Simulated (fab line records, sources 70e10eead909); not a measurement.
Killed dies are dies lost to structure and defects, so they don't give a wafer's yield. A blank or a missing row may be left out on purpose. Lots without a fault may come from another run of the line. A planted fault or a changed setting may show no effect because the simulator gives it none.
Which tool did it? | flow nand_harc | 12 lots, 36 wafers sampled, at 2 steps of a route of 1159

WHAT THE GAUGES READ, wafer by wafer
NHARC_A_CONTACT_OVL_MEAS_43.
lot  | measured     | on         | overlay_x_nm (nm)
L076 | day 16 11:42 | overlay-01 | 0.0 0.0 -0.1
L079 | day 16 22:28 | overlay-01 | -1.1 -1.2 -1.1
L077 | day 17 10:28 | overlay-02 | -0.7 -0.3 -0.5
L078 | day 17 18:33 | overlay-01 | 0.8 -0.3 0.5
L083 | day 18 18:40 | overlay-01 | 1.0 0.8 0.9
L086 | day 19 11:06 | overlay-02 | 0.7 0.5 1.1
L088 | day 19 16:07 | overlay-01 | 0.2 0.1 0.0
L089 | day 19 21:53 | overlay-02 | 0.7 0.3 0.4
L092 | day 20 03:55 | overlay-02 | 0.9 0.9 0.4
L091 | day 20 09:22 | overlay-01 | 0.7 1.0 0.7
L096 | day 21 12:34 | overlay-02 | -1.1 -1.4 -1.0
L097 | day 21 20:46 | overlay-02 | -0.8 -0.9 -1.0

WHICH TOOL RAN EACH LOT (tool, then ch and the chambers of the sampled wafers, then the start)
lot  | NHARC_A_CONTACT_DEP_28
L076 | acl_dep-01 ch 0, day 16 09:01
L079 | acl_dep-03 ch 0, day 16 19:45
L077 | acl_dep-02 ch 0, day 17 08:10
L078 | acl_dep-01 ch 0, day 17 15:53
L083 | acl_dep-01 ch 0, day 18 15:41
L086 | acl_dep-02 ch 0, day 19 08:55
L088 | acl_dep-01 ch 0, day 19 13:12
L089 | acl_dep-02 ch 0, day 19 19:12
L092 | acl_dep-03 ch 0, day 20 01:16
L091 | acl_dep-02 ch 0, day 20 06:20
L096 | acl_dep-03 ch 0, day 21 09:31
L097 | acl_dep-02 ch 0, day 21 17:57
- NHARC_A_CONTACT_DEP_28: deposits aC, target thk 3600 nm.

THE ANSWER, worked out from the rows above alone
Rule: what is usual is taken from the lots themselves. Put in order of their means at a reading, lots are off if they are a third of the lots or fewer, leave a main group of 4 or more, and stand apart from it by a gap of 3 or more times the standard deviation of the main group's means; of several such gaps the widest counts. A main group whose means are all the same, to the digits that the tables above print for the reading, isn't used. A lot without any number at a reading at which 4 lots or more have one is off too. The other lots that the step has rows for count as sound.
No lot is off at any reading shown: from this, nothing can be told.

WHAT THE SIMULATOR HAD PUT IN
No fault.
